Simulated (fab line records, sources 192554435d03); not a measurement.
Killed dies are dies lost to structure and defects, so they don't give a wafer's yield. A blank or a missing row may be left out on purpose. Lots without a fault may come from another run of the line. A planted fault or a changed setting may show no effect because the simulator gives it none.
Which tool did it? | flow n5_finfet | 10 lots, 28 wafers sampled, at 5 steps of a route of 1938

WHAT THE GAUGES READ, wafer by wafer
N5_BEOL_M4_RC_MEAS_101. Usual: DIBL_N 35.7 mV/V, standard deviation 1.5; DIBL_P 35.7 mV/V, standard deviation 2; IOFF_N 0.155 nA/um, standard deviation 0.026; IOFF_P 0.20 nA/um, standard deviation 0.031; ION_N 675 uA/um, standard deviation 11; ION_P 462 uA/um, standard deviation 7.1; SS_N 71.3 mV/dec, standard deviation 0.57; SS_P 73.1 mV/dec, standard deviation 0.56; VT_N 250 mV, standard deviation 3; VT_P -251 mV, standard deviation 3.
lot  | measured     | on        | DIBL_N (mV/V)  | DIBL_P (mV/V)  | IOFF_N (nA/um)    | IOFF_P (nA/um) | ION_N (uA/um) | ION_P (uA/um) | SS_N (mV/dec)  | SS_P (mV/dec)  | VT_N (mV)   | VT_P (mV)      | flag
L866 | day 9 02:08  | prober-02 | 34.0 36.0 33.7 | 33.8 37.2 33.5 | 0.141 0.186 0.142 | 0.19 0.26 0.19 | 683 685 678   | 462 468 465   | 71.2 71.9 70.4 | 72.1 73.3 72.3 | 250 245 249 | -250 -246 -250 |
L867 | day 9 03:11  | prober-01 | 33.4 34.5 38.2 | 31.3 33.0 37.4 | 0.106 0.128 0.184 | 0.17 0.19 0.25 | 662 681 683   | 458 469 470   | 70.5 71.2 72.4 | 72.4 73.6 74.7 | 255 252 248 | -253 -251 -248 |
L868 | day 9 07:03  | prober-02 | 36.1 37.1 35.4 | 34.7 34.5 32.9 | 0.165 0.181 0.140 | 0.21 0.20 0.18 | 674 694 678   | 460 468 464   | 72.0 72.9 71.3 | 72.9 73.0 72.6 | 248 248 251 | -251 -252 -252 |
L869 | day 9 06:25  | prober-01 | 32.8 30.9 34.8 | 32.8 30.8 34.6 | 0.124 0.101 0.152 | 0.17 0.14 0.19 | 669 638 676   | 460 444 460   | 71.5 69.9 71.7 | 72.4 71.8 72.7 | 251 256 247 | -251 -255 -252 |
L871 | day 10 01:29 | prober-01 | 34.3 31.8 32.5 | 34.2 31.0 31.7 | 0.123 0.089 0.099 | 0.16 0.13 0.13 | 676 667 658   | 456 460 453   | 71.0 70.7 70.8 | 73.0 72.3 71.9 | 253 259 257 | -253 -258 -258 |
L879 | day 11 20:23 | prober-02 | 37.2 37.9 36.4 | 36.8 38.4 36.6 | 0.162 0.173 0.152 | 0.21 0.23 0.21 | 670 679 672   | 459 462 456   | 71.5 71.5 72.0 | 73.0 73.5 72.5 | 253 250 251 | -248 -249 -250 |
L881 | day 12 03:52 | prober-01 | 35.5 37.5 35.3 | 35.8 39.5 35.7 | 0.158 0.209 0.144 | 0.20 0.26 0.20 | 681 700 661   | 464 476 460   | 70.7 71.8 71.2 | 73.1 73.2 72.8 | 246 242 249 | -251 -247 -250 |
L883 | day 12 22:20 | prober-01 | 34.8 36.9      | 33.1 36.3      | 0.112 0.160       | 0.18 0.23      | 654 682       | 458 474       | 71.0 71.2      | 72.4 73.0      | 255 248     | -251 -247      |
L886 | day 13 23:32 | prober-01 | 35.2 36.4      | 36.7 37.6      | 0.138 0.163       | 0.18 0.20      | 667 668       | 453 456       | 70.6 71.3      | 72.6 72.7      | 251 248     | -255 -251      |
L887 | day 14 08:04 | prober-02 | 36.7 37.4 35.5 | 38.3 38.4 37.9 | 0.173 0.189 0.159 | 0.21 0.22 0.21 | 680 674 683   | 466 461 462   | 72.6 71.5 72.3 | 73.2 73.3 72.8 | 247 246 249 | -251 -251 -250 |

WHICH TOOL RAN EACH LOT (tool, then ch and the chambers of the sampled wafers, then the start)
lot  | N5_BEOL_M3_SPUTTER_92        | N5_BEOL_M3_ANNEAL_93         | N5_BEOL_M3_SPUTTER_94        | N5_BEOL_M3_CMP_52
L866 | pvd_sputter-01, day 8 12:58  | pvd_sputter-01, day 8 13:02  | pvd_sputter-01, day 8 13:11  | cmp-01 ch 0,2,3, day 8 16:39
L867 | pvd_sputter-02, day 8 13:40  | pvd_sputter-02, day 8 13:45  | pvd_sputter-02, day 8 13:53  | cmp-04 ch 0,1,3, day 8 17:13
L868 | pvd_sputter-01, day 8 19:27  | pvd_sputter-01, day 8 19:32  | pvd_sputter-01, day 8 19:40  | cmp-04 ch 1,2, day 8 21:32
L869 | pvd_sputter-03, day 8 20:10  | pvd_sputter-03, day 8 20:14  | pvd_sputter-03, day 8 20:23  | cmp-04 ch 0,2,3, day 8 21:46
L871 | pvd_sputter-01, day 9 08:54  | pvd_sputter-01, day 9 08:59  | pvd_sputter-01, day 9 09:07  | cmp-02 ch 0,1, day 9 09:50
L879 | pvd_sputter-03, day 11 07:52 | pvd_sputter-03, day 11 07:56 | pvd_sputter-03, day 11 08:05 | cmp-01 ch 0,1, day 11 08:47
L881 | pvd_sputter-01, day 11 17:49 | pvd_sputter-01, day 11 17:54 | pvd_sputter-01, day 11 18:02 | cmp-04 ch 0,3, day 11 18:47
L883 | pvd_sputter-03, day 12 06:41 | pvd_sputter-03, day 12 06:46 | pvd_sputter-03, day 12 06:54 | cmp-04 ch 0,1, day 12 07:37
L886 | pvd_sputter-02, day 13 03:09 | pvd_sputter-02, day 13 03:14 | pvd_sputter-02, day 13 03:22 | cmp-04 ch 1,3, day 13 04:07
L887 | pvd_sputter-02, day 13 18:40 | pvd_sputter-02, day 13 18:45 | pvd_sputter-02, day 13 18:55 | cmp-02 ch 1,2,3, day 13 19:39
- N5_BEOL_M3_SPUTTER_92: material Cu, target thk 4.5 nm, time 8.29 s.
- N5_BEOL_M3_ANNEAL_93: time 240 s.
- N5_BEOL_M3_SPUTTER_94: material Cu, target thk 4.5 nm, time 8.29 s.
- N5_BEOL_M3_CMP_52: polishes, stops on SiOC, t overpolish 6.8 s, target thk 40 nm.

WHAT THE TOOLS THEMSELVES READ (means of the sampled wafers that have a number; where no wafer has one, the mark that the record gives instead)
N5_BEOL_M3_SPUTTER_92. Usual: substrate_temp_c -19.99 C, standard deviation 0.11; throttle_valve_pct 30.3 %, standard deviation 1.3.
lot  | tool           | substrate_temp_c (C) | throttle_valve_pct (%) | flag
L866 | pvd_sputter-01 | -20.01               | 31.3                   |
L867 | pvd_sputter-02 | -19.99               | 30.5                   |
L868 | pvd_sputter-01 | -20.05               | 31.7                   |
L869 | pvd_sputter-03 | -20.09               | 29.8                   |
L871 | pvd_sputter-01 | -19.91               | 29.5                   |
L879 | pvd_sputter-03 | -20.05               | 29.6                   |
L881 | pvd_sputter-01 | -19.94               | 30.2                   |
L883 | pvd_sputter-03 | -20.10               | 30.1                   |
L886 | pvd_sputter-02 | -20.01               | 30.4                   |
L887 | pvd_sputter-02 | -20.01               | 30.1                   |

N5_BEOL_M3_ANNEAL_93. Usual: heater_power_w 825 W, standard deviation 110; susceptor_temp_C_max 401.0, standard deviation 0.38.
lot  | tool           | heater_power_w (W) | susceptor_temp_C_max | flag
L866 | pvd_sputter-01 | 850                | 401.0                |
L867 | pvd_sputter-02 | 860                | 401.1                |
L868 | pvd_sputter-01 | 841                | 400.7                |
L869 | pvd_sputter-03 | 869                | 400.8                |
L871 | pvd_sputter-01 | 803                | 401.2                |
L879 | pvd_sputter-03 | 811                | 400.9                |
L881 | pvd_sputter-01 | 790                | 400.9                |
L883 | pvd_sputter-03 | 730                | 400.8                |
L886 | pvd_sputter-02 | 768                | 401.0                |
L887 | pvd_sputter-02 | 843                | 400.7                |

N5_BEOL_M3_SPUTTER_94. Usual: substrate_temp_c -19.98 C, standard deviation 0.1; throttle_valve_pct 30.3 %, standard deviation 1.2.
lot  | tool           | substrate_temp_c (C) | throttle_valve_pct (%) | flag
L866 | pvd_sputter-01 | -19.95               | 31.2                   |
L867 | pvd_sputter-02 | -19.90               | 30.6                   |
L868 | pvd_sputter-01 | -20.04               | 31.6                   |
L869 | pvd_sputter-03 | -19.96               | 29.9                   |
L871 | pvd_sputter-01 | -20.05               | 29.4                   |
L879 | pvd_sputter-03 | -19.99               | 29.7                   |
L881 | pvd_sputter-01 | -20.04               | 30.2                   |
L883 | pvd_sputter-03 | -19.91               | 29.9                   |
L886 | pvd_sputter-02 | -20.06               | 30.6                   |
L887 | pvd_sputter-02 | -19.97               | 30.2                   |

N5_BEOL_M3_CMP_52. Usual: barrier_field_endpoint_s 24.6 s, standard deviation 0.64; head_pressure_psi 1.0004 psi, standard deviation 0.0023; motor_current_A 6.1 A, standard deviation 0.62; overpolish_run_s 6.800 s, standard deviation 0.0094; time_to_endpoint_s 63 s, standard deviation 3.7.
lot  | tool   | barrier_field_endpoint_s (s) | head_pressure_psi (psi) | motor_current_A (A) | overpolish_run_s (s) | time_to_endpoint_s (s) | flag
L866 | cmp-01 | 24.3                         | 0.9985                  | 5.7                 | 6.802                | 64                     |
L867 | cmp-04 | 24.2                         | 1.0008                  | 6.2                 | 6.790                | 62                     |
L868 | cmp-04 | 25.6                         | 1.0026                  | 5.6                 | 6.802                | 68                     |
L869 | cmp-04 | 24.7                         | 1.0009                  | 5.9                 | 6.803                | 62                     |
L871 | cmp-02 | 24.5                         | 1.0013                  | 6.2                 | 6.794                | 61                     |
L879 | cmp-01 | 24.3                         | 0.9999                  | 5.9                 | 6.804                | 63                     |
L881 | cmp-04 | 21.0                         | 1.0002                  | 6.3                 | 6.793                | 51                     | OFF
L883 | cmp-04 | 18.4                         | 1.0002                  | 6.2                 | 6.801                | 48                     | OFF
L886 | cmp-04 | 18.8                         | 1.0004                  | 5.8                 | 6.801                | 45                     | OFF
L887 | cmp-02 | 24.8                         | 1.0004                  | 6.4                 | 6.789                | 67                     |

THE ANSWER, worked out from the rows above alone
Rule: a lot is off if the mean of its wafers that have a number lies more than 3 standard deviations from the usual mean. A lot without any number at a reading at which 4 lots or more have one is off too. The other lots that the step has rows for count as sound. The gauges are gone through in route order, then the tools' own readings, and for those a lot's mean is taken as printed above. The first step at which some lot is off is used, and at that step the reading that is off furthest; a lot without a number counts as furthest.
Off: L881, L883, L886, at N5_BEOL_M3_CMP_52 (barrier_field_endpoint_s).
A tool fits if, at that step or a process step before it, it ran every lot that is off, and no sound lot after the first of them. One fits: cmp-04 at N5_BEOL_M3_CMP_52. Its last sound lot is L869 (day 8 21:46), its first lot that is off L881 (day 11 18:47): a fault that began between those two fits.
The tool's own readings at N5_BEOL_M3_CMP_52 bear it out: on the lots that are off they differ by more than 5 times the standard deviation of the sound lots' means. barrier_field_endpoint_s reads 19.4 s there against 24.6 s on the sound lots; time_to_endpoint_s reads 48 s there against 64 s on the sound lots.

WHAT THE SIMULATOR HAD PUT IN
Process parameter drift: cmp-04, from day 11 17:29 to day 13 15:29, at N5_BEOL_M3_CMP_52. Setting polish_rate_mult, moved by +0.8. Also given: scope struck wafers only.
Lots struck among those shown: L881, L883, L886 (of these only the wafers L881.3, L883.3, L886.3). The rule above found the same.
